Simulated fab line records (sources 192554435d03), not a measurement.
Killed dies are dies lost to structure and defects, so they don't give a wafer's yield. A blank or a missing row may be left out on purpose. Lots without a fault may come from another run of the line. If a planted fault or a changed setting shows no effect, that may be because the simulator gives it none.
Which tool did it?	flow n5-finfet	72 wafers from 24 lots sampled at 6 of the route's 1938 steps

## WHAT THE GAUGES SHOWED, per wafer
No reading from a measuring or inspecting step in the record can be judged against a usual standard deviation.

## TOOL THAT RAN EACH LOT (tool first, then ch and the chambers of the sampled wafers, then the start)
lot	N5_BEOL_M7_SURFACE_TREAT_79	N5_BEOL_M7_SPUTTER_48	N5_BEOL_M7_DEP_56	N5_BEOL_M8_DESCUM_16	N5_BEOL_M8_STRIP_36	N5_BEOL_M8_CURE_75
L074	pvd-sputter-03, day 9 01:23	pvd-sputter-03, day 9 01:35	pecvd-01 ch 0,1,2, day 9 02:27	rie-diel-04 ch 1,2,3, day 9 05:17	rie-diel-06 ch 0,1,2, day 9 11:38	uv-cure-03 ch 0, day 9 12:08
L075	pvd-sputter-02, day 9 21:46	pvd-sputter-02, day 9 21:58	pecvd-04 ch 0,1, day 9 22:52	rie-diel-04 ch 0,3, day 10 01:49	rie-diel-06 ch 0,3, day 10 03:03	uv-cure-01 ch 1, day 10 03:26
L076	pvd-sputter-02, day 9 22:21	pvd-sputter-02, day 9 22:35	pecvd-04 ch 0,1, day 10 00:01	rie-diel-05 ch 0,2, day 10 02:18	rie-diel-05 ch 0,1, day 10 05:32	uv-cure-02 ch 2, day 10 06:01
L077	pvd-sputter-02, day 9 22:23	pvd-sputter-02, day 9 22:50	pecvd-04 ch 0,1, day 10 00:17	rie-diel-06 ch 0,1,3, day 10 02:22	rie-diel-06 ch 0,1,2, day 10 05:08	uv-cure-01 ch 1, day 10 05:35
L079	pvd-sputter-03, day 10 02:35	pvd-sputter-02, day 10 02:49	pecvd-01 ch 0,1,2, day 10 03:49	rie-diel-05 ch 1,2, day 10 05:48	rie-diel-05 ch 1,2, day 10 07:35	uv-cure-01 ch 1, day 10 07:58
L078	pvd-sputter-01, day 10 02:37	pvd-sputter-03, day 10 02:57	pecvd-02 ch 0,1, day 10 04:05	rie-diel-05 ch 0,1,2, day 10 06:09	rie-diel-06 ch 0,3, day 10 08:10	uv-cure-01 ch 2, day 10 08:34
L080	pvd-sputter-02, day 10 15:22	pvd-sputter-01, day 10 15:41	pecvd-02 ch 0,1, day 10 17:07	rie-diel-04 ch 0,1,2, day 10 19:49	rie-diel-05 ch 0,1,2, day 10 23:02	uv-cure-02 ch 1, day 10 23:32
L081	pvd-sputter-03, day 11 00:10	pvd-sputter-02, day 11 01:55	pecvd-01 ch 0,2, day 11 02:58	rie-diel-05 ch 0,1,3, day 11 05:53	rie-diel-06 ch 0,1,2, day 11 09:37	uv-cure-03 ch 2, day 11 10:11
L082	pvd-sputter-01, day 11 04:20	pvd-sputter-01, day 11 04:34	pecvd-02 ch 1,2, day 11 05:25	rie-diel-05 ch 0,1,3, day 11 07:00	rie-diel-05 ch 0,1, day 11 09:23	uv-cure-03 ch 1, day 11 09:47
L083	pvd-sputter-02, day 11 11:29	pvd-sputter-02, day 11 11:48	pecvd-04 ch 1,2, day 11 13:05	rie-diel-06 ch 0,2, day 11 15:41	rie-diel-05 ch 1,3, day 11 16:57	uv-cure-03 ch 1, day 11 17:20
L085	pvd-sputter-03, day 12 01:03	pvd-sputter-02, day 12 01:17	pecvd-04 ch 0,1, day 12 02:31	rie-diel-06 ch 0,2, day 12 04:44	rie-diel-05 ch 1,2, day 12 06:27	uv-cure-01 ch 0, day 12 07:03
L086	pvd-sputter-03, day 12 09:58	pvd-sputter-03, day 12 10:26	pecvd-04 ch 0,1,2, day 12 11:19	rie-diel-06 ch 1,2,3, day 12 13:24	rie-diel-06 ch 0,1,3, day 12 14:41	uv-cure-01 ch 0, day 12 15:23
L084	pvd-sputter-03, day 12 12:10	pvd-sputter-02, day 12 12:23	pecvd-04 ch 0,1, day 12 13:43	rie-diel-06 ch 1,2, day 12 15:47	rie-diel-06 ch 0,1,3, day 12 17:55	uv-cure-03 ch 1, day 12 19:07
L088	pvd-sputter-03, day 12 15:01	pvd-sputter-03, day 12 16:05	pecvd-02 ch 1,2, day 12 17:10	rie-diel-05 ch 0,1,2, day 12 19:39	rie-diel-04 ch 2,3, day 12 21:02	uv-cure-01 ch 2, day 12 21:29
L087	pvd-sputter-01, day 12 21:58	pvd-sputter-02, day 12 22:10	pecvd-01 ch 0,1,2, day 12 23:02	rie-diel-04 ch 0,1,2, day 13 00:58	rie-diel-06 ch 0,1,3, day 13 04:17	uv-cure-01 ch 1, day 13 04:41
L089	pvd-sputter-02, day 12 22:50	pvd-sputter-01, day 13 00:04	pecvd-01 ch 0,1, day 13 01:07	rie-diel-05 ch 2,3, day 13 04:39	rie-diel-05 ch 1,2,3, day 13 05:54	uv-cure-03 ch 1, day 13 06:17
L090	pvd-sputter-03, day 13 05:44	pvd-sputter-02, day 13 06:24	pecvd-01 ch 2, day 13 07:55	rie-diel-06 ch 0,1,3, day 13 09:40	rie-diel-06 ch 0,1,3, day 13 12:55	uv-cure-03 ch 2, day 13 13:22
L091	pvd-sputter-03, day 13 06:13	pvd-sputter-02, day 13 06:32	pecvd-04 ch 0,1,2, day 13 08:16	rie-diel-04 ch 0,1,2, day 13 09:50	rie-diel-04 ch 0,1,2, day 13 12:15	uv-cure-03 ch 1, day 13 12:38
L093	pvd-sputter-02, day 13 15:49	pvd-sputter-01, day 13 16:00	pecvd-04 ch 0,1,2, day 13 17:04	rie-diel-05 ch 1,2, day 13 19:40	rie-diel-04 ch 0,1, day 13 21:09	uv-cure-03 ch 1, day 13 21:34
L092	pvd-sputter-03, day 13 23:54	pvd-sputter-03, day 14 00:06	pecvd-02 ch 0,1, day 14 01:55	rie-diel-04 ch 0,2,3, day 14 06:01	rie-diel-04 ch 0,2,3, day 14 08:07	uv-cure-01 ch 1, day 14 08:34
L094	pvd-sputter-02, day 14 15:16	pvd-sputter-01, day 14 15:35	pecvd-04 ch 0,1,2, day 14 16:35	rie-diel-04 ch 0,1,2, day 14 19:07	rie-diel-04 ch 0,2,3, day 15 00:07	uv-cure-03 ch 1, day 15 00:30
L095	pvd-sputter-02, day 14 19:56	pvd-sputter-03, day 14 20:22	pecvd-02 ch 1,2, day 14 22:11	rie-diel-05 ch 0,3, day 15 01:12	rie-diel-05 ch 0,3, day 15 02:44	uv-cure-03 ch 2, day 15 03:25
L096	pvd-sputter-01, day 15 00:38	pvd-sputter-02, day 15 00:51	pecvd-01 ch 0,2, day 15 01:43	rie-diel-04 ch 1,2, day 15 04:15	rie-diel-04 ch 0,1,3, day 15 06:11	uv-cure-02 ch 0, day 15 06:35
L097	pvd-sputter-02, day 15 07:53	pvd-sputter-03, day 15 08:16	pecvd-02 ch 0,1, day 15 09:52	rie-diel-05 ch 1,3, day 15 11:38	rie-diel-05 ch 1,3, day 15 12:52	uv-cure-03 ch 0, day 15 13:22
- N5_BEOL_M7_SURFACE_TREAT_79
- N5_BEOL_M7_SPUTTER_48: material Cu, target thk 10 nm, time 1.667 s.
- N5_BEOL_M7_DEP_56: deposits SiCN from 3MS/NH3, target thk 10 nm, time 17.5 s.
- N5_BEOL_M8_DESCUM_16: chemistry O2, time 7.9 s.
- N5_BEOL_M8_STRIP_36: strips in N2/H2.
- N5_BEOL_M8_CURE_75: cures SiCOH lowk, time 120 s.

## WHAT THE TOOLS THEMSELVES READ (means of the sampled wafers that have a number; where no wafer has one, the mark that the record gives instead)
N5_BEOL_M7_SPUTTER_48.
lot	tool	throttle-valve-pct (%)
L074	pvd-sputter-03	30.0
L075	pvd-sputter-02	29.9
L076	pvd-sputter-02	30.4
L077	pvd-sputter-02	30.3
L079	pvd-sputter-02	29.8
L078	pvd-sputter-03	30.2
L080	pvd-sputter-01	30.6
L081	pvd-sputter-02	30.6
L082	pvd-sputter-01	30.6
L083	pvd-sputter-02	30.3
L085	pvd-sputter-02	30.4
L086	pvd-sputter-03	29.6
L084	pvd-sputter-02	30.8
L088	pvd-sputter-03	29.3
L087	pvd-sputter-02	30.3
L089	pvd-sputter-01	31.4
L090	pvd-sputter-02	29.9
L091	pvd-sputter-02	30.5
L093	pvd-sputter-01	31.2
L092	pvd-sputter-03	30.1
L094	pvd-sputter-01	31.4
L095	pvd-sputter-03	30.5
L096	pvd-sputter-02	30.2
L097	pvd-sputter-03	30.4

N5_BEOL_M7_DEP_56.
lot	tool	showerhead-plenum-p-Torr (Torr)	throttle-valve-pct (%)
L074	pecvd-01	3.667	9.0
L075	pecvd-04	3.672	8.4
L076	pecvd-04	3.675	8.4
L077	pecvd-04	3.677	8.5
L079	pecvd-01	3.668	9.0
L078	pecvd-02	3.648	9.8
L080	pecvd-02	3.650	9.7
L081	pecvd-01	3.669	9.1
L082	pecvd-02	3.668	8.7
L083	pecvd-04	3.664	8.4
L085	pecvd-04	3.675	8.5
L086	pecvd-04	3.674	8.5
L084	pecvd-04	3.682	8.7
L088	pecvd-02	3.665	9.2
L087	pecvd-01	3.671	9.0
L089	pecvd-01	3.673	9.3
L090	pecvd-01	3.667	8.8
L091	pecvd-04	3.673	8.7
L093	pecvd-04	3.673	8.7
L092	pecvd-02	3.650	9.9
L094	pecvd-04	3.675	8.6
L095	pecvd-02	3.675	9.0
L096	pecvd-01	3.671	9.2
L097	pecvd-02	3.653	9.8

N5_BEOL_M8_DESCUM_16.
lot	tool	drypump-motor-current-A (A)	oes-product-au (a.u.)	rf-vpp-V (V)	showerhead-plenum-p-Torr (Torr)	throttle-valve-pct (%)
L074	rie-diel-04	5.8	0.86	244.1	2.12	20.22
L075	rie-diel-04	5.5	0.88	244.3	2.13	20.25
L076	rie-diel-05	5.3	0.89	245.2	2.19	20.22
L077	rie-diel-06	6.3	0.76	243.6	2.09	20.28
L079	rie-diel-05	5.8	0.84	243.4	2.14	19.97
L078	rie-diel-05	5.5	0.83	243.7	2.18	20.15
L080	rie-diel-04	5.8	0.82	243.3	2.12	20.34
L081	rie-diel-05	5.5	0.86	244.2	2.15	20.28
L082	rie-diel-05	5.6	0.85	244.3	2.15	20.29
L083	rie-diel-06	5.8	0.73	242.3	2.06	20.40
L085	rie-diel-06	5.7	0.74	241.7	2.02	20.44
L086	rie-diel-06	6.2	0.85	243.4	2.14	20.21
L084	rie-diel-06	5.9	0.77	243.5	2.06	20.46
L088	rie-diel-05	5.5	0.80	244.4	2.17	20.19
L087	rie-diel-04	5.8	0.80	243.7	2.11	20.36
L089	rie-diel-05	5.8	0.86	244.1	2.10	20.00
L090	rie-diel-06	6.3	0.82	244.8	2.17	20.17
L091	rie-diel-04	5.8	0.79	243.3	2.11	20.37
L093	rie-diel-05	5.8	0.79	243.4	2.13	20.02
L092	rie-diel-04	5.6	0.81	243.6	2.11	20.40
L094	rie-diel-04	5.8	0.78	244.4	2.10	20.39
L095	rie-diel-05	5.6	0.85	244.1	2.10	20.33
L096	rie-diel-04	6.0	0.78	243.9	2.10	20.28
L097	rie-diel-05	5.8	0.81	243.0	2.08	20.27

N5_BEOL_M8_STRIP_36.
lot	tool	drypump-motor-current-A (A)	n2-flow-sccm (sccm)	oes-product-au (a.u.)	rf-vpp-V (V)	showerhead-plenum-p-Torr (Torr)	throttle-valve-pct (%)
L074	rie-diel-06	6.0	199.8	0.77	57.5	2.55	23.52
L075	rie-diel-06	6.1	200.4	0.71	58.7	2.49	23.40
L076	rie-diel-05	5.3	199.9	0.82	58.6	2.68	23.64
L077	rie-diel-06	6.0	199.8	0.77	59.7	2.55	23.54
L079	rie-diel-05	5.7	200.1	0.79	60.4	2.63	23.22
L078	rie-diel-06	6.1	199.9	0.72	59.0	2.49	23.40
L080	rie-diel-05	5.5	200.0	0.82	59.0	2.64	23.34
L081	rie-diel-06	6.0	200.0	0.77	58.6	2.54	23.54
L082	rie-diel-05	5.2	200.0	0.81	59.6	2.68	23.66
L083	rie-diel-05	5.7	199.4	0.79	59.7	2.59	23.40
L085	rie-diel-05	5.7	200.2	0.76	59.4	2.62	23.24
L086	rie-diel-06	6.3	199.9	0.84	58.4	2.63	23.34
L084	rie-diel-06	6.3	199.9	0.84	59.8	2.63	23.35
L088	rie-diel-04	5.7	200.3	0.84	59.8	2.57	23.50
L087	rie-diel-06	6.3	199.9	0.82	58.6	2.63	23.36
L089	rie-diel-05	5.8	199.7	0.83	58.6	2.57	23.24
L090	rie-diel-06	6.3	200.4	0.82	59.3	2.63	23.34
L091	rie-diel-04	5.8	200.0	0.80	60.0	2.56	23.48
L093	rie-diel-04	5.8	200.1	0.79	59.8	2.56	23.23
L092	rie-diel-04	5.7	200.2	0.81	58.0	2.56	23.57
L094	rie-diel-04	5.7	199.4	0.80	58.7	2.55	23.56
L095	rie-diel-05	5.4	200.3	0.84	58.2	2.62	23.69
L096	rie-diel-04	5.7	200.2	0.81	60.2	2.56	23.28
L097	rie-diel-05	5.8	200.5	0.81	57.4	2.53	23.42

N5_BEOL_M8_CURE_75.
lot	tool	lamp-power-pct (%)	wafer_temp_C_max
L074	uv-cure-03	52.34	372.4
L075	uv-cure-01	52.31	371.1
L076	uv-cure-02	52.25	371.6
L077	uv-cure-01	52.33	371.2
L079	uv-cure-01	52.31	371.0
L078	uv-cure-01	52.29	371.9
L080	uv-cure-02	52.30	371.5
L081	uv-cure-03	52.33	371.3
L082	uv-cure-03	52.36	372.1
L083	uv-cure-03	52.27	371.6
L085	uv-cure-01	52.30	371.3
L086	uv-cure-01	52.28	371.3
L084	uv-cure-03	52.36	371.7
L088	uv-cure-01	52.34	371.9
L087	uv-cure-01	52.22	370.9
L089	uv-cure-03	52.30	371.9
L090	uv-cure-03	52.28	371.4
L091	uv-cure-03	52.33	372.0
L093	uv-cure-03	52.32	371.6
L092	uv-cure-01	52.33	371.3
L094	uv-cure-03	52.28	371.8
L095	uv-cure-03	52.26	371.1
L096	uv-cure-02	52.29	371.6
L097	uv-cure-03	52.32	372.6

## THE ANSWER, worked out from the rows above alone
Rule: the lots themselves supply what counts as usual. The widest of any qualifying gaps counts: lots, ordered by their means at a reading, are off when they make up no more than a third of the lots, leave a main group of 4 or more, and stand apart from it by 3 or more times the standard deviation of that group's means. A main group is skipped when, at the precision printed for the reading in the tables above, its means are all equal. A lot without any number at a reading at which 4 lots or more have one is off too. All remaining lots with rows at the step are treated as sound. After the gauges, taken in route order, come the tools' own readings; for these a lot's mean is taken, as printed above. At the first step where some lot is off, the reading lying furthest off is the one used; lots without a number count as furthest.
No lot is off on any of the readings shown, so nothing can be concluded from this.

## WHAT THE SIMULATOR PUT IN
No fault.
